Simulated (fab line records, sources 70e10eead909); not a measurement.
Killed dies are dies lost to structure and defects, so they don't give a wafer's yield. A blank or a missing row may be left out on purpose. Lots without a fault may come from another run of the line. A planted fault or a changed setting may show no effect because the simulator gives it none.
Chamber matching | flow nand_harc | NHARC_A_M0_DEP_32 on pecvd-01: 3 sister chambers
The step deposits SiCN, target thk 30 nm. 6 wafers are shown with their chamber, then 9 later ones without.

WAFERS WITH THEIR CHAMBER
wafer  | chamber | heater_power_w (W)
L083.1 | 2       | 587
L083.2 | 1       | 621
L083.4 | 0       | 608
L084.1 | 2       | 590
L084.3 | 1       | 585
L084.5 | 0       | 626

WAFERS WITHOUT THEIR CHAMBER
wafer  | heater_power_w (W)
L089.2 | 526
L089.3 | 594
L089.4 | 602
L091.2 | 620
L091.4 | 595
L091.5 | 534
L093.2 | 597
L093.4 | 597
L093.6 | 587

WHICH CHAMBER EACH WENT THROUGH
wafer  | from the rows above          | in truth
L089.2 | can't be placed: 2 or 1 or 0 | 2
L089.3 | can't be placed: 2 or 1 or 0 | 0
L089.4 | can't be placed: 1 or 2 or 0 | 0
L091.2 | can't be placed: 0 or 1 or 2 | 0
L091.4 | can't be placed: 2 or 1 or 0 | 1
L091.5 | can't be placed: 2 or 1 or 0 | 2
L093.2 | can't be placed: 1 or 2 or 0 | 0
L093.4 | can't be placed: 1 or 2 or 0 | 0
L093.6 | can't be placed: 2 or 1 or 0 | 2
Placed correctly: 0 of 9. Can't be placed from these rows: 9 (the true chamber is among the candidates in 9). Placed wrongly: 0.
How it was worked out, from the rows above alone: a wafer's distance from a chamber is the root of the sum, over the readings, of the square of ((its reading less the chamber's mean) divided by the reading's scatter). The wafer belongs to the nearest chamber; if the next one is less than 2 further off, it can't be placed. A chamber's mean is the mean of its shown wafers. The scatter: the root of (the sum of the squares of (reading less its chamber's mean) over the shown wafers, divided by (wafers less chambers)).
